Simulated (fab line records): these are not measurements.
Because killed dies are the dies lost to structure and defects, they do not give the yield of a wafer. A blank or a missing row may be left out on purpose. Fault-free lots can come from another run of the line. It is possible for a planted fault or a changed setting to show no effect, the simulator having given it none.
Which of the tools did it? | flow n5 finfet | 72 wafers sampled from 24 lots at 1 step of a route of 1938

## WHAT EACH GAUGE READ, for each wafer
N5_BEOL_M15_RS_MEAS_54: measures by four-point-probe. Usual: M15_RS 0.0218 ohm/sq, standard deviation 0.00056.
lot  | measured     | on            | M15_RS (ohm/sq)      | flag
L076 | day 11 20:31 | film metro-02 | 0.0219 0.0231 0.0210 |
L075 | day 12 08:05 | film metro-01 | 0.0223 0.0219 0.0223 |
L074 | day 12 08:54 | film metro-01 | 0.0215 0.0217 0.0217 |
L077 | day 12 16:17 | film metro-01 | 0.0224 0.0220 0.0223 |
L080 | day 13 06:30 | film metro-01 | 0.0222 0.0215 0.0223 |
L078 | day 13 08:27 | film metro-02 | 0.0210 0.0229 0.0210 |
L079 | day 13 08:56 | film metro-01 | 0.0222 0.0222 0.0220 |
L081 | day 13 18:08 | film metro-02 | 0.0219 0.0214 0.0216 |
L083 | day 14 09:37 | film metro-01 | 0.0217 0.0215 0.0212 |
L084 | day 14 15:10 | film metro-02 | 0.0209 0.0215 0.0227 |
L082 | day 14 15:38 | film metro-02 | 0.0218 0.0215 0.0216 |
L085 | day 14 20:42 | film metro-02 | 0.0211 0.0206 0.0208 |
L086 | day 15 15:07 | film metro-01 | 0.0224 0.0228 0.0226 |
L087 | day 15 17:34 | film metro-02 | 0.0214 0.0217 0.0213 |
L089 | day 16 08:28 | film metro-02 | 0.0230 0.0217 0.0224 |
L088 | day 16 09:00 | film metro-02 | 0.0227 0.0228 0.0218 |
L093 | day 16 14:25 | film metro-01 | 0.0216 0.0213 0.0213 |
L090 | day 16 22:57 | film metro-02 | 0.0218 0.0218 0.0216 |
L091 | day 17 00:45 | film metro-02 | 0.0215 0.0221 0.0222 |
L092 | day 17 01:19 | film metro-01 | 0.0213 0.0218 0.0218 |
L094 | day 17 04:49 | film metro-02 | 0.0220 0.0215 0.0216 |
L095 | day 17 14:53 | film metro-02 | 0.0216 0.0225 0.0223 |
L097 | day 18 16:52 | film metro-02 | 0.0227 0.0227 0.0208 |
L096 | day 18 17:02 | film metro-01 | 0.0226 0.0208 0.0226 |

## WHAT TOOL EACH LOT RAN ON (gives the tool, then ch and the chambers of the sampled wafers, and finally the start)
The record holds no process step before these readings.

## AS READ BY THE TOOLS THEMSELVES (means over the sampled wafers that have a number; for cases with no such wafer, the mark the record gives instead)
The record holds no such reading with a usual standard deviation.

## THE ANSWER, worked out from the rows above alone
Rule: take the mean of a lot's wafers that have a number; if it is more than 3 standard deviations from the usual mean, the lot is off. Also off: a lot with no number at a reading for which 4 or more lots have one. The other lots that the step has rows for count as sound. The gauges are gone through in route order, then the tools' own readings, and for those a lot's mean is taken as printed above. At the first step where some lot is off, the reading lying furthest off is the one used; lots without a number count as furthest.
Nothing can be told from this: no lot is off at any reading shown.

## WHAT WAS PUT IN BY THE SIMULATOR
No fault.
